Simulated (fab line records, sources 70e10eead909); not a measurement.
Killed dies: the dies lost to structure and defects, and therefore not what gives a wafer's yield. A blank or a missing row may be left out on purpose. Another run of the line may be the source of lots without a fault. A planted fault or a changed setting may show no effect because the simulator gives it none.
Comparing a struck lot with a sound one + flow nandHarc + 41 out of 1302 route steps
Sound: wafers L404.2, L404.3, L404.5. Struck: wafer L413.3 (left out: L413.2, L413.5 of the same lot, which were not struck); the cause appears at the end.
Order at every step that has rows: each side's tool, ch and its chambers, its first start. Under that, the readings that differ: sound wafers + struck wafers + difference of the means + sigmas: that difference in standard deviations of wafers without a fault.
alike: readings with means less than 2 such deviations apart, plus words and numbers identical on both sides. not compared: withheld readings, readings lacking a value on some wafer, bounds such as >300 that could conceal the same value, and numbers that have no deviation in the record and whose values overlap.
A row with sigmas, a row that says differs or no value, or rows on one side alone: a step with any of these is where the two part. When numbers do not overlap yet have no deviation, they are printed without sigmas and do not part them. Lack of a reading on every wafer of one side parts them only where that side has two or more wafers.

first, 8 steps without rows for these wafers: NHARC_A_CONTACT_COAT_86 (time 75 s); NHARC_A_CONTACT_COAT_87 (time 65 s); NHARC_A_CONTACT_COAT_02 (resist thk 90 nm); NHARC_A_CONTACT_SOFTBAKE_03 (time 55 s); NHARC_A_CONTACT_EBR_04; NHARC_A_CONTACT_EXPOSE_05 (exposes mask A CC); NHARC_A_CONTACT_PEB_06 (peb time 65 s); NHARC_A_CONTACT_DEVELOP_07 (develop time 35 s).
NHARC_A_CONTACT_CD_MEAS_08: the cd target is 200 nm.
  sound on cdSem-02 ch 0, day 25 00:13; struck on cdSem-03 ch 0, day 28 02:54
  alike: cdNm
NHARC_A_CONTACT_OVL_MEAS_09:
  sound on overlay-01 at day 25 00:19; struck on overlay-02 at day 28 02:59
  alike: overlayXNm, overlayYNm
NHARC_A_CONTACT_INSPECT_10:
  sound on defectInspect-01 at day 25 00:20; struck on defectInspect-02 at day 28 03:02
  alike: rawDefectCount
NHARC_A_CONTACT_DESCUM_13: chemistry O2, time 3 s.
  sound on rieDiel-12 ch 0,1, day 25 00:24; struck on rieDiel-12 ch 1, day 28 03:05
  alike: drypumpMotorCurrentA, oesProductAu, rfVppV, showerheadPlenumPTorr, throttleValvePct
  not compared: rfHoursCounterH
NHARC_A_CONTACT_ETCH_88: etches the open film in CF4, target depth 39 nm, time 65 s.
  sound on rieDiel-12 ch 1,3, day 25 00:31; struck on rieDiel-12 ch 2, day 28 03:11
| reading             | sound             | struck | difference | sigmas |
|---------------------|-------------------|--------|------------|--------|
| oesProductAu (a.u.) | 0.995 0.986 0.991 | 1.011  | +0.020     | +2     |
  alike: biasW, drypumpMotorCurrentA, rfVppV, showerheadPlenumPTorr, throttleValvePct
  not compared: rfHoursCounterH
then, 2 steps without rows for these wafers: NHARC_A_CONTACT_ETCH_89 (etches the open film in N2/H2, target depth 260 nm, time 475.3 s); NHARC_A_CONTACT_ETCH_30 (etches the open film in CF4/CHF3, target depth 72.6 nm, time 36.3 s).
NHARC_A_CONTACT_ETCH_31: etches the open film in O2/COS, target depth 2800 nm, time 728 s.
  sound: rieDiel-12 ch 1,3; struck: rieDiel-12 ch 2
  alike: biasW, drypumpMotorCurrentA, oesProductAu, rfVppV, showerheadPlenumPTorr, throttleValvePct
  not compared: rfHoursCounterH
NHARC_A_CONTACT_ETCH_134: etches the open film in C4F8/O2/Ar, time 140 s, target depth 700 nm.
  sound on harCapEtch-01 ch 0,1, day 25 02:11; struck on harCapEtch-01 ch 0, day 28 04:14
  not compared: rfHoursCounterH
then, 3 steps without rows for these wafers: NHARC_A_CONTACT_ETCH_135 (etches the open film in C4F8/O2/Ar, time 311 s, target depth 1912 nm); NHARC_A_CONTACT_ETCH_136 (etches the open film in C4F8/O2/Ar, time 311 s, target depth 1912 nm); NHARC_A_CONTACT_ETCH_137 (etches the open film in C4F8/O2/Ar, time 311 s, target depth 1912 nm).
NHARC_A_CONTACT_ETCH_138: etches the open film in C4F8/O2/Ar, time 311 s, target depth 1914 nm.
  sound on harCapEtch-01 ch 0,1, day 25 03:12; struck on harCapEtch-01 ch 0, day 28 05:16
  not compared: rfHoursCounterH
then, 3 steps without rows for these wafers: NHARC_A_CONTACT_ETCH_139 (etches the open film in C4F8/O2/Ar, time 195 s, target depth 840 nm); NHARC_A_CONTACT_ETCH_92 (etches the open film in CH3F/O2, target depth 40 nm, time 85.7 s); NHARC_A_CONTACT_ETCH_98 (etches the open film in C4F6/O2, target depth 20 nm, time 10 s).
NHARC_A_CONTACT_CD_MEAS_15:
  sound on cdSem-01 at day 25 04:15; struck on cdSem-02 at day 28 06:16
  alike: cdNm
then, 7 steps without rows for these wafers: NHARC_A_CONTACT_STRIP_107 (strips in N2/H2); NHARC_A_CONTACT_STRIP_108 (strips in CF4/CHF3); NHARC_A_CONTACT_STRIP_109 (strips in O2/COS); NHARC_A_CONTACT_ETCH_110 (etches the open film in CF4/O2, target depth 60 nm, overetch 6 nm, time 33 s); NHARC_A_CONTACT_STRIP_26 (strips in O2); NHARC_A_CONTACT_STRIP_27 (strips in post etch residue remover, time 600 s); NHARC_A_CONTACT_ALD_18 (deposits TiN, target thk 3 nm, pulse time 1 s, ald cycles 150).
NHARC_A_CONTACT_CVD_19: deposits W, target thk 300 nm, time 802 s.
  sound: cvdW-01 ch 0; struck: cvdW-02 ch 0
  alike: chamberPressureTorr, heaterPowerW, throttleValvePct
then, 7 steps without rows for these wafers: NHARC_A_CONTACT_CMP_20 (polishes, t overpolish 30 s, target thk 300 nm); NHARC_A_CONTACT_SRD_22; NHARC_A_BLC_DEHYDRATE_00 (time 120 s); NHARC_A_BLC_HMDS_01 (time 30 s); NHARC_A_BLC_COAT_02 (time 75 s); NHARC_A_BLC_COAT_03 (time 65 s); NHARC_A_BLC_COAT_04 (resist thk 90 nm).
NHARC_END_SORT_01:
  only the struck wafers appear in the record here, on prober-01 ch 0 at day 30 05:59; the sound ones have no rows

WHERE THEY PART
Last at NHARC_END_SORT_01 as far as this record goes, first at NHARC_A_CONTACT_ETCH_88.

WHY: what had been put in by the simulator
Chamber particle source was rieDiel-12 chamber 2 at NHARC_A_CONTACT_ETCH_88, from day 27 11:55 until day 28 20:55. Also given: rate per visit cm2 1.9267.
